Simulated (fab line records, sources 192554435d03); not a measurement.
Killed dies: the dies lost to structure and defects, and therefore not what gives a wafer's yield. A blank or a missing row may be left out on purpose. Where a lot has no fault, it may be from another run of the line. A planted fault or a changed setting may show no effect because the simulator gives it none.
Split-lot study    flow n5 finfet    39 wafers read from 7 lots, route of 1938 steps

THE SPLIT ITSELF
At N5_SDB_ETCH_25 (etches SiO2 in C4F6/O2, target depth 10 nm, time 3.3 s), the setting time s was moved away from the recipe's 3.3 s on 12 of the 39 wafers read, by -45.8% to -16.4%. For the rest of the wafers, this setting stayed at what the recipe calls for.

The reading comes from the split's own step.

THE READING
etch.depth nm (the simulator's own value, which no gauge read), in nm, at N5_SDB_ETCH_25 (etches SiO2 in C4F6/O2, target depth 10 nm, time 3.3 s). There is no usual value for it anywhere in the file. Average 10.167 nm, standard deviation 0.33 nm, over the 27 wafers here run with the recipe.

wafer   tool, chamber at the split  time s as run, s  against the recipe  etch.depth nm, nm  against lot-mates on the recipe
L076.1  rie diel-03, 2              3.3               recipe              10.28              -
L076.2  rie diel-03, 3              2.76              -16.4%              8.395              -1.911
L076.3  rie diel-03, 1              3.3               recipe              10.73              -
L076.4  rie diel-03, 0              2.76              -16.4%              8.235              -2.071
L076.5  rie diel-03, 0              3.3               recipe              9.909              -
L076.6  rie diel-03, 1              2.76              -16.4%              8.932              -1.374
L077.1  rie diel-01, 3              3.3               recipe              10.17              -
L077.2  rie diel-01, 1              3.3               recipe              9.89               -
L077.3  rie diel-01, 0              3.3               recipe              10.16              -
L077.6  rie diel-01, 0              3.3               recipe              10.16              -
L077.4  rie diel-01, 2              3.3               recipe              9.842              -
L077.5  rie diel-01, 3              3.3               recipe              10.11              -
L078.2  rie diel-03, 2              3.3               recipe              10.38              -
L078.3  rie diel-03, 0              3.3               recipe              9.866              -
L078.5  rie diel-03, 1              3.3               recipe              10.65              -
L088.1  rie diel-03, 3              2.622             -20.5%              8                  -2.198
L088.2  rie diel-03, 1              3.3               recipe              10.59              -
L088.3  rie diel-03, 0              3.3               recipe              9.704              -
L088.4  rie diel-03, 2              2.622             -20.5%              8.204              -1.994
L088.5  rie diel-03, 2              3.3               recipe              10.3               -
L088.6  rie diel-03, 3              2.622             -20.5%              7.984              -2.214
L089.1  rie diel-03, 0              2.334             -29.3%              6.844              -3.277
L089.2  rie diel-03, 1              3.3               recipe              10.57              -
L089.3  rie diel-03, 3              2.334             -29.3%              7.049              -3.072
L089.4  rie diel-03, 2              3.3               recipe              10.15              -
L089.5  rie diel-03, 1              2.334             -29.3%              7.514              -2.607
L089.6  rie diel-03, 0              3.3               recipe              9.644              -
L092.1  rie diel-03, 0              3.3               recipe              9.929              -
L092.2  rie diel-03, 1              3.3               recipe              10.74              -
L092.3  rie diel-03, 3              3.3               recipe              10.07              -
L092.4  rie diel-03, 2              3.3               recipe              10.38              -
L092.5  rie diel-03, 0              3.3               recipe              9.876              -
L092.6  rie diel-03, 1              3.3               recipe              10.73              -
L095.1  rie diel-03, 2              1.787             -45.8%              5.575              -4.319
L095.2  rie diel-03, 3              1.787             -45.8%              5.391              -4.503
L095.3  rie diel-03, 0              3.3               recipe              9.835              -
L095.4  rie diel-03, 3              3.3               recipe              9.904              -
L095.5  rie diel-03, 2              1.787             -45.8%              5.605              -4.289
L095.6  rie diel-03, 0              3.3               recipe              9.944              -

FIT RESULTS
A straight line over all 39 wafers: etch.depth nm changes by +0.102 nm for each +1% of time s; r = +0.98; the points scatter about the line by 0.3 nm.
The same after taking each lot's own level away (the mean of its wafers on the recipe; 39 wafers): +0.0983 nm for each +1%; r = +0.98; scatter 0.29 nm.
On that fit, the largest move of time s shifts the reading by 4.5 nm.
Across the lots, their own levels run from 9.8943 to 10.3063 nm, a range of 1.3 times the standard deviation given above.
So the lot-to-lot level changes the slope little: the two slopes agree.
Check: with one of the wafers moved furthest among these (-45.8%) left out of the fit, the line predicts -4.58 nm for it against its lot-mates. It came out at -4.32 nm against them.

FURTHER SPLITS ON THESE WAFERS
Note: prior to the reading, these wafers also went through further splits. Each is held against what the fit with the lots' levels taken away leaves over:
other split on the same wafers  wafers away from the commonest value  r with etch.depth nm (lot level and that fit taken away)
N5_FIN_SAQP_ETCH_65 time s      15                                    -0.10

FILE'S OWN FIT
etch.depth nm changes by +0.0989 nm for each +1% of time s, r = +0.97.
